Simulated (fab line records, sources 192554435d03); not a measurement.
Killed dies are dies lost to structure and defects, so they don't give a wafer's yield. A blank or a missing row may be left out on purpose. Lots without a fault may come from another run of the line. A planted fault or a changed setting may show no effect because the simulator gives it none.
fab line records | flow n5_finfet
record lots=5 wafers=12 last_day=18
route steps=1938 shown BEOL_M4@1099 BEOL_M5@1112 BEOL_M14@1753 PASSIVATION@1936
lots that met no fault: from a run of the same line without faults
start_h: hours from the record's first day to the start of the lot's first wafer shown | wait_h: hours since the lot's step before | " the same as in the row above | L1.1+2: a row that stands for several wafers | - no value, or no start given | * or withheld: withheld | < > ~ a bound
route shown NAME@n: a module of which the file shows steps, and the number in the route of the first | usual: mean/standard deviation of fault-free wafers | same: alike in all rows | chamber/n: place in a boat | sites: the reading at each site | _std_site: their standard deviation | _edge_site: outer sites' mean less inner sites' | radius_mm: how far each site lies from the wafer's centre | mask NAME#n: copy n | behind: the tool/chamber that last shaped the wafer | hold: why the lot was held/for how many hours/how that ended | device: the transistor (n, p or np) that didn't switch | end of line: the same wafers' tests at the end of the route | a step without rows: its recipe alone | killed: dies lost to structure and defects at the first sort, not the wafer's yield | map: a wafer's dies, x killed, . not, _ none there
set.NAME: the setting as run; set.NAME@STEP: as run at that earlier step | model.NAME: the simulator's own value behind a step, which no gauge read
lots at some steps of the route; a table a step, a row a wafer
services: from which hour (start_h, from the record's first day; less than 0 if before it) a tool's chamber was out of use, for how many hours, and why
## steps
# step N5_BEOL_M4_ANNEAL_95
# recipe temp_c=400 time_s=240 ambient=vacuum
# step N5_BEOL_M4_SPUTTER_96
# recipe material=Cu target_thk_a=45 temp_c=-20 chamber_pressure_pa=0.07 power_w=withheld time_s=8.29
# step N5_BEOL_M4_ECD_50
# recipe material=Cu target_thk_a=3000
# step N5_BEOL_M4_ANNEAL_51
# recipe temp_c=225 time_s=90 ambient=N2
# step N5_BEOL_M4_CMP_52
# recipe stop_on=SiOC t_overpolish_s=6.8 down_force_psi=1 platen_rpm=50 clearing_platen_down_force_psi=1.5 clearing_platen_rpm=50 post_cmp_clean=cu_alkaline target_thk_nm=40 clearing_platen_pad_velocity_m_s=0.99484 pad_velocity_m_s=0.99484
# step N5_BEOL_M4_PRE_CLEAN_60
# recipe gas=NH3/H2 time_s=15 temp_c=* rf_power_w=300
# step N5_BEOL_M4_CO_CAP_55
# recipe material=Co target_thk_a=20 temp_c=200 precursor=CCTBA/H2 pressure_torr=30 time_s=102.1
# step N5_BEOL_M4_PRE_CLEAN_56
# recipe gas=NH3 time_s=15 temp_c=withheld rf_power_w=300
# step N5_BEOL_M4_DEP_57
# recipe material=SiCN target_thk_a=80 temp_c=withheld precursor=3MS/NH3 pressure_torr=3 rf_w=202 time_s=14
# step N5_BEOL_M4_RC_MEAS_101
# usual DIBL_N=36.4/2.7 DIBL_P=36/3.2 IOFF_N=0.16/0.046 IOFF_P=0.21/0.055 ION_N=677/15 ION_P=464/11 SS_N=71.5/0.79 SS_P=73.3/0.93 VT_N=250/4.1 VT_P=-251/4.4
# columns lot.wafer tool chamber start_h wait_h DIBL_N[mV/V] DIBL_P[mV/V] IOFF_N[nA/um] IOFF_P[nA/um] ION_N[uA/um] ION_P[uA/um] SS_N[mV/dec] SS_P[mV/dec] VT_N[mV] VT_P[mV]
L713.1 prober-02 0 206.75 0.0 31.4 29 0.09 0.13 648 452 69.9 71.0 256 -257
L713.4 " 0 " " 36.5 36 0.16 0.21 672 460 71.5 73.0 249 -251
L715.2 prober-02 0 226.38 0.2 32.5 31 0.11 0.14 651 447 70.5 73.0 252 -254
L715.3 " 0 " " 33.7 34 0.13 0.18 661 456 71.0 73.8 252 -254
L716.3 prober-01 0 232.87 0.3 34.3 36 0.13 0.19 670 461 71.3 72.5 254 -252
L716.4 " 0 " " 32.7 34 0.11 0.17 662 457 70.7 71.9 253 -253
L729.1 prober-01 0 298.70 0.0 39.3 39 0.20 0.25 679 464 72.0 73.7 243 -248
L729.3 " 0 " " 38.4 37 0.19 0.23 691 467 71.1 73.3 247 -249
L729.6 " 0 " " 41.9 41 0.26 0.29 695 470 73.3 74.8 243 -247
L731.1 prober-02 0 319.05 0.0 37.4 36 0.16 0.21 681 465 70.7 73.3 248 -250
L731.2 " 0 " " 36.8 36 0.15 0.19 670 456 70.8 73.2 250 -254
L731.4 " 0 " " 37.1 36 0.17 0.20 697 477 70.7 72.9 248 -253
# step N5_BEOL_M5_ILD_DEP_00
# recipe material=SiCOH_lowk target_thk_a=1406.4 temp_c=300 precursor=DEMS/porogen pressure_torr=5 rf_w=500 time_s=25.9
# step N5_BEOL_M5_CURE_79
# recipe temp_c=385 time_s=240 ambient=He/Ar material=SiCOH_lowk
# step N5_BEOL_M5_PECVD_70
# recipe material=SiO2 target_thk_a=160 temp_c=400 precursor=TEOS/O2 pressure_torr=5.5 rf_w=450 teos_flow_sccm=53.8 gas=O2 flow_sccm=3000 time_s=18
# step N5_BEOL_M5_HM_DEP_02
# recipe material=TiN target_thk_a=200 temp_c=25 chamber_pressure_pa=0.49996
# step N5_BEOL_M5_COAT_59
# recipe resist=SOC temp_c=250 time_s=60 spin_rpm=1500 resist_thk_nm=60
# step N5_BEOL_M5_COAT_60
# recipe resist=SiARC temp_c=220 time_s=60 spin_rpm=1500 resist_thk_nm=12
# step N5_BEOL_M5_COAT_71
# recipe resist=underlayer temp_c=205 time_s=60 spin_rpm=1500 resist_thk_nm=5
# step N5_BEOL_M5_COAT_05
# recipe resist=CAR-EUV spin_rpm=1500 resist_thk_nm=30
# step N5_BEOL_M5_EBR_07
# recipe solvent=PGMEA ebr_width_mm=1.5
# step N5_BEOL_M5_SOFTBAKE_06
# recipe temp_c=110 time_s=60 resist=CAR-EUV
# step N5_BEOL_M5_EXPOSE_08
# recipe mask_id=M5 na=0.33 source_shape=annular sigma_inner=0.4 sigma_outer=0.8 polarization=unpolarized target_cd_nm=28 dose_mj=35.75
# step N5_BEOL_M5_PEB_09
# recipe peb_temp_c=100 peb_time_s=60 resist=CAR-EUV
# step N5_BEOL_M5_DEVELOP_10
# recipe develop_time_s=30 developer=TMAH resist=CAR-EUV rinse_liquid=surfactant_rinse dry=air_spin dev_temp_c=23
# step N5_BEOL_M5_DESCUM_16
# recipe chemistry=O2 time_s=7 source_power_w=50 bias_power_w=20 pressure_mtorr=20 rf_frequency_hz=2.712e+07 temp_c=40 resist=CAR-EUV o2_flow_sccm=225
# step N5_BEOL_M5_ETCH_72
# recipe chemistry=N2/H2 target=underlayer target_depth_a=65 mask_material=CAR-EUV time_s=5.2 ion_energy_ev=200 pressure_mtorr=30 source_w=840 bias_w=150 n2_flow_sccm=200 h2_flow_sccm=200 ends=cleared
# step N5_BEOL_M5_ETCH_61
# recipe chemistry=CF4 target=SiARC target_depth_a=156 mask_material=CAR-EUV time_s=26 ion_energy_ev=80 pressure_mtorr=40 source_w=545 bias_w=36 Ar_flow_sccm=100 cf4_flow_sccm=100 ends=cleared
# step N5_BEOL_M5_ETCH_62
# recipe chemistry=N2/H2 target=SOC target_depth_a=750 overetch_a=150 mask_material=SiARC temp_c=40 time_s=112.5 ion_energy_ev=200 pressure_mtorr=30 source_w=840 bias_w=150 n2_flow_sccm=200 h2_flow_sccm=200
# step N5_BEOL_M5_STRIP_63
# recipe chemistry=N2/H2 temp_c=40 n2_flow_sccm=200 h2_flow_sccm=200 rf_frequency_hz=6e+07
# step N5_BEOL_M5_STRIP_73
# recipe chemistry=N2/H2 temp_c=40 n2_flow_sccm=200 h2_flow_sccm=200 rf_frequency_hz=6e+07
# step N5_BEOL_M5_STRIP_64
# recipe chemistry=CF4 resist=SiARC power_w=300 bias_power_w=75 pressure_mtorr=50 cf4_flow_sccm=150 rf_frequency_hz=6e+07
# step N5_BEOL_M5_HM_OPEN_17
# recipe chemistry=Cl2/BCl3 target_depth_a=200 overetch_a=60 target=TiN mask_material=SOC ion_energy_ev=150 pressure_mtorr=10 icp_w=1000 bias_w=126 Cl2_flow_sccm=53.25 bcl3_flow_sccm=21.75 Ar_flow_sccm=25
# step N5_BEOL_M5_STRIP_19
# recipe chemistry=O2 power_w=400 temp_c=40 pressure_mtorr=30 rf_frequency_hz=6e+07 bias_power_w=0 overash_fraction=0.2 o2_flow_sccm=225
# step N5_BEOL_M5_COAT_65
# recipe resist=SOC temp_c=250 time_s=60 spin_rpm=1500 resist_thk_nm=60
# step N5_BEOL_M5_COAT_66
# recipe resist=SiARC temp_c=220 time_s=60 spin_rpm=1500 resist_thk_nm=12
# step N5_BEOL_M14_TRENCH_ETCH_34
# recipe chemistry=C4F8/O2/Ar target=SiO2 target_depth_a=5566.5 mask_material=SOC he_inner_torr=15 he_outer_torr=30 time_s=126.9 ion_energy_ev=800 pressure_mtorr=20 source_w=1905 bias_w=2040 Ar_flow_sccm=400 C4F8_flow_sccm=16 O2_flow_sccm=12
# usual drypump_motor_current_A=5.6/0.42 oes_product_au=0.81/0.076 rf_vpp_V=2203/56 showerhead_plenum_p_Torr=3.41/0.1 throttle_valve_pct=30.78/0.28
# columns lot.wafer tool chamber start_h wait_h drypump_motor_current_A oes_product_au rf_hours_counter_h rf_vpp_V showerhead_plenum_p_Torr throttle_valve_pct model.etch.depth_nm
L713.1 rie_diel-04 2 284.13 0.0 6.0 0.68 226 2185 3.38 30.38 540.6
L713.4 " 1 " " 5.8 0.88 25 2306 3.52 31.06 156.1
L715.2 rie_diel-04 3 306.82 0.0 5.2 0.78 131 2153 3.33 31.13 545.3
L715.3 " 2 " " 6.0 0.67 233 2185 3.37 30.36 147.9
L716.3 rie_diel-04 3 310.15 0.0 5.2 0.78 132 2157 3.33 31.14 151.5
L716.4 " 2 " " 6.0 0.67 234 2184 3.37 30.37 147.2
L729.1 rie_diel-01 0 379.85 0.0 5.2 0.75 149 2266 3.55 30.82 557.5
L729.3 " 2 " " 5.5 0.78 126 2142 3.30 30.62 552.6
L729.6 " 0 " " 5.2 0.76 - 2266 3.55 30.83 560.9
L731.1 rie_diel-04 3 388.98 0.0 5.2 0.75 163 2152 3.31 31.16 544.8
L731.2 " 2 " " 6.0 0.93 9 2184 3.36 30.44 550.8
L731.4 " 1 " " 5.9 0.81 64 2304 3.50 31.06 557.8
# step N5_BEOL_M14_OCD_MEAS_35
# usual trench_depth_nm=560/17
# columns lot.wafer tool chamber start_h wait_h trench_depth_nm
L713.1 ocd-01 - 284.29 0.0 540
L713.4 " - " " 156
L715.2 ocd-01 - 306.98 0.0 546
L715.3 " - " " 148
L716.3 ocd-02 - 310.31 0.0 151
L716.4 " - " " 147
L729.1 ocd-02 - 380.01 0.0 558
L729.3 " - " " 553
L729.6 " - " " 562
L731.1 ocd-02 - 389.13 0.0 545
L731.2 " - " " 551
L731.4 " - " " 558
# step N5_BEOL_M14_CMP_49
# recipe stop_on=SiO2 t_overpolish_s=5.2 down_force_psi=2 platen_rpm=80 clearing_platen_down_force_psi=2 clearing_platen_rpm=80 post_cmp_clean=cu_alkaline target_thk_nm=560 clearing_platen_pad_velocity_m_s=1.5917 pad_velocity_m_s=1.5917
# usual barrier_field_endpoint_s=11.2/0.32 clearing_platen_rpm=80.01/0.039 motor_current_A=7.6/0.85 overpolish_run_s=5.201/0.0091 time_to_endpoint_s=119/5
# columns lot.wafer tool chamber start_h wait_h barrier_field_endpoint_s clearing_platen_rpm motor_current_A overpolish_run_s time_to_endpoint_s model.Cu_of_BEOL_M14_ECD_47.thk_nm
L713.4 cmp-01 2 287.61 0.1 11.3 79.96 8.0 5.194 121 157.8
L713.1 " 0 " " 11.0 79.93 8.6 5.204 119 542.6
L715.2 cmp-01 2 310.88 0.4 11.5 80.03 7.9 5.203 122 547.8
L715.3 " 3 " " 11.0 79.99 6.7 5.211 114 150
L716.3 cmp-02 3 313.91 0.2 10.8 80.06 7.5 5.198 112 154.6
L716.4 " 0 " " 11.3 79.97 8.5 5.188 123 151.2
L729.3 cmp-02 3 383.53 0.2 10.9 79.93 7.2 5.199 113 555
L729.1 " 0 " " 11.2 79.96 8.6 5.205 120 561.6
L729.6 " 2 " " 10.8 80.07 7.1 5.208 114 563
L731.1 cmp-03 3 394.70 0.3 11.7 79.98 8.7 5.185 129 549
L731.2 " 0 " " 11.7 80.03 7.2 5.195 128 555.2
L731.4 " 1 " " 11.4 79.98 7.6 5.203 126 562.2
# step N5_BEOL_M14_THK_MEAS_50
# recipe thk_meas_gauge=xrf reads=Cu_of_BEOL_M14_ECD_47
# usual M14_THK=575/18
# columns lot.wafer tool chamber start_h wait_h M14_THK[nm]
L713.1 film_metro-01 - 287.91 - 550
L713.4 " - " " 160
L715.2 film_metro-01 - 311.18 - 558
L715.3 " - " " 152
L716.3 film_metro-01 - 314.17 - 156
L716.4 " - " " 152
L729.1 film_metro-01 - 383.79 - 574
L729.3 " - " " 570
L729.6 " - " " 579
L731.1 film_metro-01 - 394.95 - 562
L731.2 " - " " 568
L731.4 " - " " 575
# step N5_BEOL_M14_RS_MEAS_54
# recipe thk_meas_gauge=four-point-probe reads=Cu_of_BEOL_M14_ECD_47+Ta_of_BEOL_M14_SPUTTER_44+TaN_of_BEOL_M14_SPUTTER_43
# usual M14_RS=0.0330/0.001
# columns lot.wafer tool chamber start_h wait_h M14_RS[ohm/sq]
L713.1 film_metro-02 - 288.06 0.1 0.0343
L713.4 " - " " 0.1254
L715.2 film_metro-02 - 311.31 0.1 0.0339
L715.3 " - " " 0.1328
L716.3 film_metro-02 - 314.30 0.1 0.1286
L716.4 " - " " 0.1314
L729.1 film_metro-01 - 383.92 0.0 0.0331
L729.3 " - " " 0.0335
L729.6 " - " " 0.0330
L731.1 film_metro-01 - 395.08 0.0 0.0340
L731.2 " - " " 0.0336
L731.4 " - " " 0.0331
# step N5_PASSIVATION_PROBE_49
# usual defect_limited_yield=91.1/1.4 killed_at_M0_to_M3=34/9.7 killed_at_M4_up=13/5.1 killed_at_contacts=14/6.3 killed_at_front_end=40/11 killed_at_other=3.5/2.7 killed_dies=105/16 killed_on_rim=13/4.1 killed_open=70/12 killed_short=34/7.8 sort_bin_5_function=5.2/0.88 sort_bin_6_memory=3.3/0.7 sort_n_pass=1074/17 sort_yield_pct=91.0/1.5
# same gross_dies=1180 killed_at_back_side=0 sort_bin_4_leakage[%]=0 sort_bin_8_speed[%]=0
# columns lot.wafer tool chamber start_h wait_h defect_limited_yield[%] killed_at_M0_to_M3 killed_at_M4_up killed_at_contacts killed_at_front_end killed_at_other killed_dies killed_on_rim killed_open killed_short sort_bin_5_function[%] sort_bin_6_memory[%] sort_n_pass sort_yield_pct[%]
L713.1 prober-01 - 307.65 0.0 91.7 42 16 13 26 1 98 16 62 34 4.5 3.4 1082 91.7
L713.4 prober-01 - 307.80 0.2 0 26 1096 25 31 2 1180 152 69 30 96.5 3.1 0 0
L715.2 prober-01 - 331.36 0.1 92.3 22 17 12 39 1 91 10 57 33 5.2 2.2 1089 92.3
L715.3 prober-01 - 331.41 0.1 0 27 1089 18 44 2 1180 152 80 31 96.8 2.8 0 0
L716.3 prober-01 - 335.96 0.1 0 25 1092 11 51 1 1180 152 63 31 95.2 4.0 0 0
L716.4 prober-01 - 336.01 0.2 0 17 1107 16 39 1 1180 152 65 20 97.1 2.8 0 0
# killed by level:class
L713.1 BEOL_M0_SAQP:geometric_particle:short=12 BEOL_M3:geometric_particle:open=10 MOL_CONTACT_COAG:geometric_particle:open=9 BEOL_M0_SAQP:geometric_particle:open=9 BEOL_M4:geometric_particle:open=9 FIN_SAQP:geometric_particle:short=4 FIN_SAQP:geometric_particle:open=4 STI_FIN_REVEAL:geometric_particle:open=4
L713.4 BEOL_M14:area_ecd=1080 MOL_CONTACT_COAG:geometric_particle:open=19 FIN_SAQP:geometric_particle:open=13 BEOL_M4:geometric_particle:open=11 BEOL_M0_SAQP:geometric_particle:open=7 MOL_CONTACT_COAG:geometric_particle:short=6 FIN_SAQP:geometric_particle:short=4 BEOL_M0_SAQP:geometric_particle:short=4
L715.2 FIN_SAQP:geometric_particle:short=11 STI_FIN_REVEAL:geometric_particle:open=9 MOL_CONTACT_COAG:geometric_particle:open=8 BEOL_M4:geometric_particle:open=8 FIN_SAQP:geometric_particle:open=7 BEOL_M1:geometric_particle:open=5 MOL_CONTACT_COAG:geometric_particle:short=4 BEOL_M1:geometric_particle:short=4
L715.3 BEOL_M14:area_ecd=1069 BEOL_M4:geometric_particle:open=15 STI_FIN_REVEAL:geometric_particle:open=14 MOL_CONTACT_COAG:geometric_particle:open=13 FIN_SAQP:geometric_particle:short=9 BEOL_M0_SAQP:geometric_particle:open=8 DUMMY_GATE:geometric_particle:open=7 BEOL_M1:geometric_particle:open=6
L716.3 BEOL_M14:area_ecd=1075 STI_FIN_REVEAL:geometric_particle:open=10 MOL_CONTACT_COAG:geometric_particle:open=9 BEOL_M0_SAQP:geometric_particle:short=9 HKMG_FIN:area_etch=8 GATE_CUT:geometric_particle:open=7 BEOL_M0_SAQP:geometric_particle:open=6 BEOL_M5:geometric_particle:open=6
L716.4 BEOL_M14:area_ecd=1094 STI_FIN_REVEAL:geometric_particle:open=16 MOL_CONTACT_COAG:geometric_particle:open=11 BEOL_M0:geometric_particle:open=9 MOL_CONTACT_COAG:geometric_particle:short=5 GATE_CUT:geometric_particle:open=4 BEOL_M4:geometric_particle:open=4 BEOL_M5:geometric_particle:open=4
# map L713.4 (x killed, . not)
_________________xxxxxxxxxxxx________________
______________xxxxxxxxxxxxxxxxxx_____________
___________xxxxxxxxxxxxxxxxxxxxxxxx__________
__________xxxxxxxxxxxxxxxxxxxxxxxxxx_________
________xxxxxxxxxxxxxxxxxxxxxxxxxxxxxx_______
_______xxxxxxxxxxxxxxxxxxxxxxxxxxxxxxxx______
______xxxxxxxxxxxxxxxxxxxxxxxxxxxxxxxxxx_____
_____xxxxxxxxxxxxxxxxxxxxxxxxxxxxxxxxxxxx____
____xxxxxxxxxxxxxxxxxxxxxxxxxxxxxxxxxxxxxx___
___xxxxxxxxxxxxxxxxxxxxxxxxxxxxxxxxxxxxxxxx__
___xxxxxxxxxxxxxxxxxxxxxxxxxxxxxxxxxxxxxxxx__
__xxxxxxxxxxxxxxxxxxxxxxxxxxxxxxxxxxxxxxxxxx_
__xxxxxxxxxxxxxxxxxxxxxxxxxxxxxxxxxxxxxxxxxx_
_xxxxxxxxxxxxxxxxxxxxxxxxxxxxxxxxxxxxxxxxxxxx
_xxxxxxxxxxxxxxxxxxxxxxxxxxxxxxxxxxxxxxxxxxxx
_xxxxxxxxxxxxxxxxxxxxxxxxxxxxxxxxxxxxxxxxxxxx
_xxxxxxxxxxxxxxxxxxxxxxxxxxxxxxxxxxxxxxxxxxxx
_xxxxxxxxxxxxxxxxxxxxxxxxxxxxxxxxxxxxxxxxxxxx
_xxxxxxxxxxxxxxxxxxxxxxxxxxxxxxxxxxxxxxxxxxxx
_xxxxxxxxxxxxxxxxxxxxxxxxxxxxxxxxxxxxxxxxxxxx
_xxxxxxxxxxxxxxxxxxxxxxxxxxxxxxxxxxxxxxxxxxxx
__xxxxxxxxxxxxxxxxxxxxxxxxxxxxxxxxxxxxxxxxxx_
__xxxxxxxxxxxxxxxxxxxxxxxxxxxxxxxxxxxxxxxxxx_
___xxxxxxxxxxxxxxxxxxxxxxxxxxxxxxxxxxxxxxxx__
___xxxxxxxxxxxxxxxxxxxxxxxxxxxxxxxxxxxxxxxx__
____xxxxxxxxxxxxxxxxxxxxxxxxxxxxxxxxxxxxxx___
_____xxxxxxxxxxxxxxxxxxxxxxxxxxxxxxxxxxxx____
______xxxxxxxxxxxxxxxxxxxxxxxxxxxxxxxxxx_____
_______xxxxxxxxxxxxxxxxxxxxxxxxxxxxxxxx______
________xxxxxxxxxxxxxxxxxxxxxxxxxxxxxx_______
__________xxxxxxxxxxxxxxxxxxxxxxxxxx_________
___________xxxxxxxxxxxxxxxxxxxxxxxx__________
______________xxxxxxxxxxxxxxxxxx_____________
_________________xxxxxxxxxxxx________________
# map L715.3 (x killed, . not)
_________________xxxxxxxxxxxx________________
______________xxxxxxxxxxxxxxxxxx_____________
___________xxxxxxxxxxxxxxxxxxxxxxxx__________
__________xxxxxxxxxxxxxxxxxxxxxxxxxx_________
________xxxxxxxxxxxxxxxxxxxxxxxxxxxxxx_______
_______xxxxxxxxxxxxxxxxxxxxxxxxxxxxxxxx______
______xxxxxxxxxxxxxxxxxxxxxxxxxxxxxxxxxx_____
_____xxxxxxxxxxxxxxxxxxxxxxxxxxxxxxxxxxxx____
____xxxxxxxxxxxxxxxxxxxxxxxxxxxxxxxxxxxxxx___
___xxxxxxxxxxxxxxxxxxxxxxxxxxxxxxxxxxxxxxxx__
___xxxxxxxxxxxxxxxxxxxxxxxxxxxxxxxxxxxxxxxx__
__xxxxxxxxxxxxxxxxxxxxxxxxxxxxxxxxxxxxxxxxxx_
__xxxxxxxxxxxxxxxxxxxxxxxxxxxxxxxxxxxxxxxxxx_
_xxxxxxxxxxxxxxxxxxxxxxxxxxxxxxxxxxxxxxxxxxxx
_xxxxxxxxxxxxxxxxxxxxxxxxxxxxxxxxxxxxxxxxxxxx
_xxxxxxxxxxxxxxxxxxxxxxxxxxxxxxxxxxxxxxxxxxxx
_xxxxxxxxxxxxxxxxxxxxxxxxxxxxxxxxxxxxxxxxxxxx
_xxxxxxxxxxxxxxxxxxxxxxxxxxxxxxxxxxxxxxxxxxxx
_xxxxxxxxxxxxxxxxxxxxxxxxxxxxxxxxxxxxxxxxxxxx
_xxxxxxxxxxxxxxxxxxxxxxxxxxxxxxxxxxxxxxxxxxxx
_xxxxxxxxxxxxxxxxxxxxxxxxxxxxxxxxxxxxxxxxxxxx
__xxxxxxxxxxxxxxxxxxxxxxxxxxxxxxxxxxxxxxxxxx_
__xxxxxxxxxxxxxxxxxxxxxxxxxxxxxxxxxxxxxxxxxx_
___xxxxxxxxxxxxxxxxxxxxxxxxxxxxxxxxxxxxxxxx__
___xxxxxxxxxxxxxxxxxxxxxxxxxxxxxxxxxxxxxxxx__
____xxxxxxxxxxxxxxxxxxxxxxxxxxxxxxxxxxxxxx___
_____xxxxxxxxxxxxxxxxxxxxxxxxxxxxxxxxxxxx____
______xxxxxxxxxxxxxxxxxxxxxxxxxxxxxxxxxx_____
_______xxxxxxxxxxxxxxxxxxxxxxxxxxxxxxxx______
________xxxxxxxxxxxxxxxxxxxxxxxxxxxxxx_______
__________xxxxxxxxxxxxxxxxxxxxxxxxxx_________
___________xxxxxxxxxxxxxxxxxxxxxxxx__________
______________xxxxxxxxxxxxxxxxxx_____________
_________________xxxxxxxxxxxx________________
## services
# columns tool chamber start_h hours kind
cmp-02 - 261.13 7.5 pm
cmp-01 - 283.72 1.5 repair
rie_diel-01 - 284.58 0.4 repair
cmp-02 - 289.66 4.0 pm
cmp-02 - 293.66 - consumable_replace:conditioner
cmp-02 - 293.66 - consumable_replace:pad
cmp-02 - 298.05 6.0 pm
cmp-03 - 306.40 12.4 repair
cmp-01 - 307.11 0.3 repair
cmp-03 - 327.81 1.2 repair
cmp-03 - 334.16 4.0 pm
rie_diel-01 2 337.34 4.5 repair
cmp-03 - 341.96 12.1 pm
rie_diel-04 2 353.14 - clean
rie_diel-04 2 353.14 - consumable_replace:focus_ring
rie_diel-04 2 353.14 12.5 scheduled_down
rie_diel-04 2 353.14 12.5 vent_cycle
cmp-02 - 358.09 0.2 repair
cmp-01 - 375.65 4.4 pm
cmp-02 - 386.72 0.8 repair
## key
first_sign step=N5_BEOL_M14_OCD_MEAS_35 reading=trench_depth_nm direction=down sigmas=24 usual=560 struck=151
effect step=N5_BEOL_M14_THK_MEAS_50 reading=M14_THK direction=down sigmas=24 usual=575 struck=155
effect step=N5_BEOL_M14_RS_MEAS_54 reading=M14_RS direction=up sigmas=97 usual=0.0330 struck=0.1296
effect step=N5_PASSIVATION_PROBE_49 reading=killed_at_M4_up direction=up sigmas=99+ usual=13 struck=1096
model_effect step=N5_BEOL_M14_TRENCH_ETCH_34 value=etch.depth_nm without=545.5 struck=150.7
model_effect step=N5_BEOL_M14_CMP_49 value=Cu_of_BEOL_M14_ECD_47.thk_nm without=548.2 struck=153.4
more_kills_born_at N5_BEOL_M14_ECD_47@ecd_cu-02=3249 N5_BEOL_M14_ECD_47@ecd_cu-01=1069
met_at N5_BEOL_M14_TRENCH_ETCH_34
struck_wafers L713.4,L715.3,L716.3,L716.4
later_rows_left_out L713.4,L715.3,L716.3,L716.4
fault kind=process_parameter_drift tool=rie_diel-04 chamber=- onset_h=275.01 steps=N5_BEOL_M14_TRENCH_ETCH_34 channel=time_s offset=* shape=step end_h=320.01 scope=struck_wafers_only acts_in=* stated=*
# later_rows_left_out: the simulator's readings of these wafers behind a module that went badly wrong aren't trusted and aren't shown, but for the sort
